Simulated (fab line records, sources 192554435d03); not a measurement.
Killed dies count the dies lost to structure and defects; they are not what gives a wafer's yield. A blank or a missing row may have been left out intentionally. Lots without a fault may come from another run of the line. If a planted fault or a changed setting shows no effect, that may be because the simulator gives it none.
Problem report, 8D (eight disciplines) form, completed by code || flow n5 finfet || the parts of the form that need people (team, actions taken, sign-off) are left out

== 1. WHAT WENT WRONG ==
VT_N_LONG at N5_BEOL_M4_RC_MEAS_101 reads a mean of 357.1 mV on 4 wafers of 3 lots; wafers without a fault read 275.5 mV with a standard deviation of 1.8. Measured from the usual mean, that is +45 standard deviations.
First observed at day 11 03:49: wafer L932.5, on prober-01. Wafers with a number at this step in the record: 26, from 9 lots. The rule behind "out" and "out of limits": a value lying over 4 standard deviations away from the usual mean. All remaining wafers that have a number are taken as sound.

== 2. WHAT IT IS; WHAT IT IS NOT ==
{"question": "which readings at this step", "is": "VT_N_LONG, IOFF_N, IOFF_N_85C, IOFF_N_LIN, IOFF_N_LONG, IOFF_P, IOFF_P_85C, IOFF_P_LIN, IOFF_P_LONG, ION_N, VT_N, VT_N_LVT, VT_P, VT_P_LONG, VT_P_LVT", "is not": "DIBL_N, SS_N, SS_P"}
{"question": "which lots", "is": "L932, L933, L936", "is not": "L925, L926, L929, L942, L943, L944"}
{"question": "which wafers of those lots", "is": "L932.5, L933.5, L936.1, L936.5", "is not": "L932.3, L932.4, L933.4, L933.6"}
{"question": "read on which gauges", "is": "prober-01, prober-02", "is not": "-"}
{"question": "when", "is": "from day 11 03:49", "is not": "up to then (11 sound wafers); but 11 sound wafers of L933, L942, L943, L944 came after"}

== 3. WHAT RULES OUT EACH SUSPECT ==
Counting: if a tool at a process step up to the reading ran every lot that is out, it stays a suspect. Sound lots after the first of them don't rule it out here, since some wafers of a struck lot are sound.
- the gauge at N5_BEOL_M4_RC_MEAS_101: ruled out. 2 gauges (prober-01, prober-02) read the wafers that are out.
- ald metal-04 at N5_HKMG_FIN_NWFM_ALD_20 (deposits TiAlC, target thk 2 nm, pulse time 3 s, purge time 2 s): kept. Ran every lot that is out, first one L932 (day 7 03:02); last sound lot up to then L929 (day 6 12:51).
Left after counting: ald metal-04 at N5_HKMG_FIN_NWFM_ALD_20.

== 4. THE CAUSE (what the simulator had put in) ==
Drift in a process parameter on ald metal-04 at N5_HKMG_FIN_NWFM_ALD_20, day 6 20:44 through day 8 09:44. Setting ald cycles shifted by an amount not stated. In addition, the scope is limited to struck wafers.
Counting left only this tool.

== 5. SEQUENCE OF EFFECTS, ordered by route ==
Rows list readings where the struck wafers' mean (over those with a number) sits beyond 3 standard deviations from the usual. Readings are gone through only where the record gives a usual standard deviation; hours: the median, over the lots, of the time from a lot's start at the first step in this table giving one to that lot's start at this step; sigmas: the change measured in usual standard deviations.
{"hours": 0, "step": "N5_BEOL_M4_RC_MEAS_101", "reading": "IOFF_N", "usual": "0.153 nA/um", "on struck wafers": 0.008, "change": -0.145, "sigmas": -6.3}
{"hours": 0, "step": "N5_BEOL_M4_RC_MEAS_101", "reading": "IOFF_N_85C", "usual": "3.0 nA/um", "on struck wafers": 0.2, "change": -2.8, "sigmas": -7.1}
{"hours": 0, "step": "N5_BEOL_M4_RC_MEAS_101", "reading": "IOFF_N_LIN", "usual": "0.072 nA/um", "on struck wafers": 0.004, "change": -0.068, "sigmas": -7.8}
{"hours": 0, "step": "N5_BEOL_M4_RC_MEAS_101", "reading": "IOFF_N_LONG", "usual": "5.44e-05 nA/um", "on struck wafers": 2.21e-05, "change": -3.23e-05, "sigmas": -13}
{"hours": 0, "step": "N5_BEOL_M4_RC_MEAS_101", "reading": "IOFF_P", "usual": "0.208 nA/um", "on struck wafers": 0.475, "change": "+0.267", "sigmas": "+9.5"}
{"hours": 0, "step": "N5_BEOL_M4_RC_MEAS_101", "reading": "IOFF_P_85C", "usual": "3.6 nA/um", "on struck wafers": 7.2, "change": "+3.6", "sigmas": "+8.7"}
{"hours": 0, "step": "N5_BEOL_M4_RC_MEAS_101", "reading": "IOFF_P_LIN", "usual": "0.099 nA/um", "on struck wafers": 0.227, "change": "+0.128", "sigmas": "+12"}
{"hours": 0, "step": "N5_BEOL_M4_RC_MEAS_101", "reading": "IOFF_P_LONG", "usual": "0.000105 nA/um", "on struck wafers": 0.000226, "change": "+0.000121", "sigmas": "+14"}
{"hours": 0, "step": "N5_BEOL_M4_RC_MEAS_101", "reading": "ION_N", "usual": "672 uA/um", "on struck wafers": 492, "change": -180, "sigmas": -19}
{"hours": 0, "step": "N5_BEOL_M4_RC_MEAS_101", "reading": "ION_P", "usual": "462 uA/um", "on struck wafers": 499, "change": "+37", "sigmas": "+5.6"}
{"hours": 0, "step": "N5_BEOL_M4_RC_MEAS_101", "reading": "VT_N", "usual": "250.4 mV", "on struck wafers": 330.5, "change": "+80.1", "sigmas": "+30"}
{"hours": 0, "step": "N5_BEOL_M4_RC_MEAS_101", "reading": "VT_N_LONG", "usual": "275.5 mV", "on struck wafers": 357.1, "change": "+81.6", "sigmas": "+45"}
{"hours": 0, "step": "N5_BEOL_M4_RC_MEAS_101", "reading": "VT_N_LVT", "usual": "99 mV", "on struck wafers": 180, "change": "+82", "sigmas": "+26"}
{"hours": 0, "step": "N5_BEOL_M4_RC_MEAS_101", "reading": "VT_P", "usual": "-250.5 mV", "on struck wafers": -228.4, "change": "+22.1", "sigmas": "+7.4"}
{"hours": 0, "step": "N5_BEOL_M4_RC_MEAS_101", "reading": "VT_P_LONG", "usual": "-275.5 mV", "on struck wafers": -250.1, "change": "+25.4", "sigmas": "+9.1"}
{"hours": 0, "step": "N5_BEOL_M4_RC_MEAS_101", "reading": "VT_P_LVT", "usual": "-99 mV", "on struck wafers": -75, "change": "+24", "sigmas": "+7.7"}
{"hours": 104, "step": "N5_PASSIVATION_PROBE_49", "reading": "sort_bin_8_speed", "usual": "0.00 %", "on struck wafers": 87.27, "change": "+87.27", "sigmas": "+99 or more"}
{"hours": 104, "step": "N5_PASSIVATION_PROBE_49", "reading": "sort n pass", "usual": 1075, "on struck wafers": 0, "change": -1075, "sigmas": -63}
{"hours": 104, "step": "N5_PASSIVATION_PROBE_49", "reading": "sort yield pct", "usual": "91.1 %", "on struck wafers": 0.0, "change": -91.1, "sigmas": -61}
The process steps in it:
- N5_PASSIVATION_PROBE_49

== 6. HOW IT WOULD HAVE BEEN CAUGHT EARLIER ==
In this record the first reading out of limits at a measuring or inspecting step was taken at day 11 03:49, 103 hours after the fault began at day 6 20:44.
An alarm limit of 4 standard deviations would not have fired on the tool readings at N5_HKMG_FIN_NWFM_ALD_20 for which the record gives a usual standard deviation, since none of them was out on any struck wafer.
All the lots that are out (3) had begun N5_HKMG_FIN_NWFM_ALD_20 on ald metal-04 by day 11 03:49. A hold on the tool at that time would have spared none of them.
